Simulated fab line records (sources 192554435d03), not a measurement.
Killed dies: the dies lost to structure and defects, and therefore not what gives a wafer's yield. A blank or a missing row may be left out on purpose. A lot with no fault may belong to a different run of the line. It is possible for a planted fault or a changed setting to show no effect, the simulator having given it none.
Which tool was responsible? + flow n5_finfet + 29 wafers from 10 lots sampled at 5 of the route's 1938 steps

## WHAT EACH GAUGE READ, for each wafer
N5_WELL_APT_INSPECT_10: inspects for defects (macro).
| lot  | measured    | on                | raw_defect_count |
|------|-------------|-------------------|------------------|
| L610 | day 1 13:53 | defect_inspect-02 | 2 2 1            |
| L613 | day 2 07:43 | defect_inspect-02 | 2 0 4            |
| L618 | day 3 14:11 | defect_inspect-02 | 2 0 1            |
| L619 | day 3 19:41 | defect_inspect-01 | 3 2 0            |
| L626 | day 5 14:07 | defect_inspect-01 | 3 1 1            |
| L628 | day 6 01:37 | defect_inspect-02 | 2 3 4            |
| L630 | day 6 13:37 | defect_inspect-01 | 1 0 3            |
| L631 | day 6 19:38 | defect_inspect-01 | 1 1 4            |
| L632 | day 7 01:37 | defect_inspect-02 | 5 4 1            |
| L633 | day 7 07:52 | defect_inspect-02 | 2 2              |

N5_WELL_APT_CD_MEAS_25: the cd target is 200 nm.
| lot  | measured    | on        | cd_nm (nm)        |
|------|-------------|-----------|-------------------|
| L610 | day 1 14:57 | cd_sem-01 | 199.3 202.2 200.1 |
| L613 | day 2 08:48 | cd_sem-03 | 198.9 200.9 197.5 |
| L618 | day 3 15:20 | cd_sem-02 | 196.1 198.4 197.4 |
| L619 | day 3 20:45 | cd_sem-02 | 196.8 194.7 198.1 |
| L626 | day 5 15:11 | cd_sem-02 | 200.0 199.1 199.8 |
| L628 | day 6 02:47 | cd_sem-03 | 199.6 202.3 200.5 |
| L630 | day 6 15:20 | cd_sem-01 | 198.4 196.5 196.9 |
| L631 | day 6 20:44 | cd_sem-01 | 194.7 197.7 200.1 |
| L632 | day 7 03:01 | cd_sem-02 | 200.5 198.5 200.0 |
| L633 | day 7 09:05 | cd_sem-01 | 198.5 197.5       |

N5_BEOL_M4_RC_MEAS_101.
| lot  | measured     | on        | DIBL_N (mV/V)  | DIBL_P (mV/V)  | IOFF_N (nA/um)    | IOFF_P (nA/um) | ION_N (uA/um) | ION_P (uA/um) | RS_NWELL (ohm/sq) | SS_N (mV/dec)  | SS_P (mV/dec)  | VT_N (mV)   | VT_P (mV)      |
|------|--------------|-----------|----------------|----------------|-------------------|----------------|---------------|---------------|-------------------|----------------|----------------|-------------|----------------|
| L610 | day 8 04:01  | prober-02 | 37.7 35.8 35.6 | 37.6 35.2 36.1 | 0.168 0.146 0.145 | 0.25 0.20 0.22 | 681 669 672   | 470 463 472   | 1036 1026 1042    | 71.9 71.5 71.4 | 73.4 73.2 72.5 | 250 250 251 | -247 -248 -248 |
| L613 | day 8 10:41  | prober-01 | 34.4 37.0 36.8 | 31.2 34.5 34.3 | 0.096 0.137 0.137 | 0.13 0.18 0.18 | 655 672 669   | 449 458 458   | 1045 1055 1047    | 70.5 71.1 71.2 | 72.3 73.2 73.1 | 261 253 251 | -260 -254 -255 |
| L618 | day 9 23:37  | prober-02 | 38.0 34.6 36.3 | 38.8 34.5 36.1 | 0.173 0.115 0.146 | 0.22 0.15 0.18 | 679 652 669   | 455 449 463   | 727 734 732       | 71.7 71.6 71.1 | 73.2 72.3 72.7 | 249 256 252 | -252 -255 -253 |
| L619 | day 10 14:59 | prober-01 | 35.9 36.2 35.8 | 35.9 36.9 36.0 | 0.158 0.169 0.161 | 0.21 0.23 0.21 | 673 684 685   | 464 469 466   | 731 728 735       | 71.3 71.0 70.9 | 72.6 73.7 73.8 | 248 248 248 | -245 -248 -251 |
| L626 | day 11 23:43 | prober-01 | 37.7 36.0 36.5 | 38.6 35.8 38.0 | 0.218 0.172 0.196 | 0.29 0.23 0.28 | 700 676 706   | 484 465 489   | 1048 1047 1051    | 72.0 71.6 72.4 | 74.3 72.8 73.7 | 244 245 245 | -243 -248 -243 |
| L628 | day 12 07:54 | prober-02 | 35.5 34.3 34.1 | 37.1 37.2 36.0 | 0.182 0.175 0.154 | 0.24 0.24 0.21 | 682 694 675   | 460 471 460   | 1044 1028 1041    | 71.9 71.1 71.2 | 73.3 72.5 72.7 | 247 245 250 | -247 -250 -248 |
| L630 | day 13 01:29 | prober-01 | 34.0 33.5 34.8 | 34.4 34.2 36.0 | 0.141 0.127 0.159 | 0.21 0.20 0.24 | 664 648 689   | 463 457 473   | 1036 1033 1046    | 72.0 70.8 71.4 | 73.1 72.4 73.4 | 252 253 249 | -247 -247 -246 |
| L631 | day 13 12:31 | prober-02 | 33.7 33.9 34.5 | 34.6 34.2 34.7 | 0.135 0.133 0.145 | 0.20 0.19 0.20 | 662 664 653   | 465 455 455   | 1045 1047 1047    | 71.3 71.8 71.4 | 72.6 73.0 73.2 | 251 253 254 | -249 -251 -252 |
| L632 | day 13 15:20 | prober-01 | 36.0 35.9 35.4 | 35.4 35.9 35.1 | 0.146 0.154 0.144 | 0.22 0.23 0.21 | 676 678 693   | 467 466 468   | 1038 1049 1042    | 71.5 71.8 71.3 | 73.1 73.0 72.4 | 251 246 251 | -249 -248 -248 |
| L633 | day 14 09:00 | prober-02 | 35.6 35.0      | 35.7 34.9      | 0.151 0.137       | 0.21 0.19      | 666 675       | 465 472       | 1040 1037         | 71.9 71.3      | 73.4 72.8      | 251 256     | -251 -253      |

## WHICH TOOL RAN EACH LOT (tool, then ch and the chambers of the sampled wafers, then the start)
| lot  | N5_WELL_APT_DESCUM_13             | N5_WELL_APT_IMPLANT_14         |
|------|-----------------------------------|--------------------------------|
| L610 | rie_diel-02 ch 0,1,3, day 1 13:55 | implanter-02 ch 0, day 1 14:02 |
| L613 | rie_diel-03 ch 0,1,3, day 2 07:45 | implanter-02 ch 0, day 2 07:53 |
| L618 | rie_diel-03 ch 0,1,3, day 3 14:19 | implanter-02 ch 0, day 3 14:25 |
| L619 | rie_diel-03 ch 1,3, day 3 19:43   | implanter-02 ch 0, day 3 19:49 |
| L626 | rie_diel-04 ch 1,2,3, day 5 14:10 | implanter-01 ch 0, day 5 14:16 |
| L628 | rie_diel-02 ch 1,2, day 6 01:46   | implanter-01 ch 0, day 6 01:57 |
| L630 | rie_diel-04 ch 1,3, day 6 14:18   | implanter-02 ch 0, day 6 14:28 |
| L631 | rie_diel-03 ch 0,2, day 6 19:40   | implanter-02 ch 0, day 6 19:47 |
| L632 | rie_diel-03 ch 0,1,2, day 7 01:58 | implanter-01 ch 0, day 7 02:03 |
| L633 | rie_diel-04 ch 1,3, day 7 07:53   | implanter-02 ch 0, day 7 08:00 |
- N5_WELL_APT_DESCUM_13: chemistry O2, time 7.9 s.
- N5_WELL_APT_IMPLANT_14

## WHAT THE TOOLS THEMSELVES READ (means of the sampled wafers that have a number; where no wafer has one, the mark that the record gives instead)
N5_WELL_APT_DESCUM_13.
| lot  | tool        | bias_power_w (W) | drypump_motor_current_A (A) | o2_flow_sccm (sccm) | oes_product_au (a.u.) | rf_vpp_V (V) | showerhead_plenum_p_Torr (Torr) | throttle_valve_pct (%) |
|------|-------------|------------------|-----------------------------|---------------------|-----------------------|--------------|---------------------------------|------------------------|
| L610 | rie_diel-02 | 19.96            | 5.6                         | 224.3               | 0.72                  | 242.5        | 2.02                            | 20.46                  |
| L613 | rie_diel-03 | 19.98            | 5.5                         | 224.9               | 0.79                  | 243.8        | 2.11                            | 20.48                  |
| L618 | rie_diel-03 | 19.95            | 5.5                         | 225.2               | 0.77                  | 243.3        | 2.11                            | 20.51                  |
| L619 | rie_diel-03 | 19.96            | 5.2                         | 224.9               | 0.85                  | 244.0        | 2.11                            | 20.21                  |
| L626 | rie_diel-04 | 19.97            | 5.7                         | 225.0               | 0.72                  | 243.0        | 2.10                            | 20.63                  |
| L628 | rie_diel-02 | 20.05            | 6.0                         | 224.9               | 0.76                  | 242.7        | 2.06                            | 20.17                  |
| L630 | rie_diel-04 | 20.03            | 6.1                         | 225.1               | 0.71                  | 242.9        | 2.10                            | 20.61                  |
| L631 | rie_diel-03 | 20.00            | 5.9                         | 224.3               | 0.78                  | 243.4        | 2.08                            | 20.55                  |
| L632 | rie_diel-03 | 19.99            | 5.7                         | 225.5               | 0.82                  | 242.7        | 2.07                            | 20.48                  |
| L633 | rie_diel-04 | 20.00            | 6.1                         | 224.9               | 0.71                  | 243.6        | 2.12                            | 20.67                  |

N5_WELL_APT_IMPLANT_14.
| lot  | tool         | dose_ions_cm2 | faraday_current_uA |
|------|--------------|---------------|--------------------|
| L610 | implanter-02 | 1.4994e+13    | 193                |
| L613 | implanter-02 | 1.4996e+13    | 188                |
| L618 | implanter-02 | 2.8477e+13    | 360                |
| L619 | implanter-02 | 2.8510e+13    | 360                |
| L626 | implanter-01 | 1.5001e+13    | 190                |
| L628 | implanter-01 | 1.4985e+13    | 193                |
| L630 | implanter-02 | 1.5003e+13    | 191                |
| L631 | implanter-02 | 1.4997e+13    | 192                |
| L632 | implanter-01 | 1.5011e+13    | 189                |
| L633 | implanter-02 | 1.5008e+13    | 192                |

## THE ANSWER, worked out from the rows above alone
Rule: the usual values come from the lots themselves. The widest of any qualifying gaps counts: lots, ordered by their means at a reading, are off when they make up no more than a third of the lots, leave a main group of 4 or more, and stand apart from it by 3 or more times the standard deviation of that group's means. The tables above print the reading to a certain number of digits; a main group whose means all agree to those digits is not used. Also off: a lot with no number at a reading for which 4 or more lots have one. Where the step has rows for the other lots, those lots are counted as sound. First the gauges in route order, then the tools' own readings, where a lot's mean is used as printed above. At the first step where some lot is off, the reading lying furthest off is the one used; lots without a number count as furthest.
Off: at N5_BEOL_M4_RC_MEAS_101 (RS_NWELL), L618, L619. The main group has a mean of 1042 ohm/sq with a standard deviation of 5.1.
If a tool, at a process step before that reading, ran all the lots that are off and no sound lot after the first of them, it fits. Not tried: the gauges at N5_BEOL_M4_RC_MEAS_101; whatever is off there is also off at N5_WELL_APT_IMPLANT_14, on other tools, and gauge error can't account for it. Not one of the candidates tried fits.

## WHAT WAS PUT IN BY THE SIMULATOR
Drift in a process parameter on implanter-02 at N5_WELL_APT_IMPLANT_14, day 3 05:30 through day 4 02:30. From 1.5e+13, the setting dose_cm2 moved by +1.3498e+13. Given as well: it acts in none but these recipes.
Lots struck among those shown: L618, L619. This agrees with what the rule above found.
